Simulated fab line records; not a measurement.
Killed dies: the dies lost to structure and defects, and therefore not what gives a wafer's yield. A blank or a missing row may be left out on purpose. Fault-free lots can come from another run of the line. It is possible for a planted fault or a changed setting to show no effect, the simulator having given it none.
Shared-tool check + flow nandHarc + 12 lots and 36 wafers in the sample

REASON IT WAS OPENED
At NHARC_P_ZERO_WELL_CD_MEAS_24 the reading cdNm is flagged on 1 of 12 lots. Wafers without a fault read 720.2 nm, standard deviation 2.8.
Rule: a lot gets a flag if all its wafers with a number sit over 4 standard deviations from that mean, or if no wafer of it has a number. The rest of the lots are taken to be sound.

| lot  | measured     | on       | cdNm (nm), wafer by wafer | flag    |
|------|--------------|----------|---------------------------|---------|
| L666 | day 1 22:28  | cdSem-01 | 716.6 718.2 716.7         |         |
| L667 | day 2 08:28  | cdSem-02 | 724.8 720.9 720.3         |         |
| L668 | day 2 18:29  | cdSem-02 | 726.5 724.5 724.0         |         |
| L670 | day 3 14:28  | cdSem-03 | 719.7 717.9 717.8         |         |
| L671 | day 4 00:35  | cdSem-03 | 718.2 715.0 718.1         |         |
| L672 | day 4 10:28  | cdSem-02 | 724.4 715.2 720.4         |         |
| L674 | day 5 06:30  | cdSem-03 | 719.4 716.4 717.3         |         |
| L675 | day 5 16:42  | cdSem-02 | 718.6 722.1 718.6         |         |
| L676 | day 6 02:20  | cdSem-02 | 677.1 672.0 675.5         | FLAGGED |
| L686 | day 10 07:33 | cdSem-01 | 720.7 717.9 719.5         |         |
| L688 | day 11 02:38 | cdSem-02 | 722.0 721.8 723.1         |         |
| L689 | day 11 12:28 | cdSem-03 | 714.4 715.7 715.0         |         |
The numbers of the flagged lots are 674.9 nm on average: -45.3 nm against the usual, or -16 standard deviations.

WHICH TOOL EACH LOT WENT THROUGH
The record holds 1 process step before the reading, out of a route of 1302 steps. Read each cell as the tool, then ch plus the chambers that the sampled wafers visited, then the start.
| lot  | flag    | NHARC_P_ZERO_WELL_EXPOSE_21      |
|------|---------|----------------------------------|
| L666 |         | krfScanner-02 ch 0, day 1 22:19  |
| L667 |         | krfScanner-01 ch 0, day 2 08:18  |
| L668 |         | krfScanner-02 ch 0, day 2 18:19  |
| L670 |         | krfScanner-01 ch 0, day 3 14:19  |
| L671 |         | krfScanner-01 ch 0, day 4 00:25  |
| L672 |         | krfScanner-01 ch 0, day 4 10:19  |
| L674 |         | krfScanner-02 ch 0, day 5 06:21  |
| L675 |         | krfScanner-01 ch 0, day 5 16:33  |
| L676 | FLAGGED | krfScanner-01 ch 0, day 6 02:11  |
| L686 |         | krfScanner-01 ch 0, day 10 07:23 |
| L688 |         | krfScanner-01 ch 0, day 11 02:29 |
| L689 |         | krfScanner-01 ch 0, day 11 12:19 |
What the steps here do:
- NHARC_P_ZERO_WELL_EXPOSE_21: exposes mask P NWELL, target cd 720 nm.
- NHARC_P_ZERO_WELL_CD_MEAS_24: target cd 720 nm.

FLAGGED OVER TOTAL, TOOL BY TOOL (the gauges that took the reading come last)
| step                         | tool          | lots run | flagged | share of the flagged lots | sound lots run after its first flagged lot |
|------------------------------|---------------|----------|---------|---------------------------|--------------------------------------------|
| NHARC_P_ZERO_WELL_EXPOSE_21  | krfScanner-01 | 9        | 1       | all                       | 3 (L686,L688,L689)                         |
| NHARC_P_ZERO_WELL_EXPOSE_21  | krfScanner-02 | 3        | 0       | none                      | -                                          |
| NHARC_P_ZERO_WELL_CD_MEAS_24 | cdSem-01      | 2        | 0       | none                      | -                                          |
| NHARC_P_ZERO_WELL_CD_MEAS_24 | cdSem-02      | 6        | 1       | all                       | 1 (L688)                                   |
| NHARC_P_ZERO_WELL_CD_MEAS_24 | cdSem-03      | 4        | 0       | none                      | -                                          |

THE TABLE: WHAT IT ALLOWS
krfScanner-01 at NHARC_P_ZERO_WELL_EXPOSE_21 and cdSem-02 at NHARC_P_ZERO_WELL_CD_MEAS_24 are the 2 rows of the table that ran each flagged lot.
- krfScanner-01 at NHARC_P_ZERO_WELL_EXPOSE_21: 1 of its 9 lots flagged. Sound lots followed the first flagged one (L686, L688, L689) on it, something a lasting fault affecting the whole tool could not allow.
- cdSem-02 at NHARC_P_ZERO_WELL_CD_MEAS_24: 1 of its 6 lots flagged. Sound lots followed the first flagged one (L688) on it, something a lasting fault affecting the whole tool could not allow.
Not one row of the table ran every flagged lot while running no sound lot after the first.

WHAT THE SIMULATOR HAD INSERTED
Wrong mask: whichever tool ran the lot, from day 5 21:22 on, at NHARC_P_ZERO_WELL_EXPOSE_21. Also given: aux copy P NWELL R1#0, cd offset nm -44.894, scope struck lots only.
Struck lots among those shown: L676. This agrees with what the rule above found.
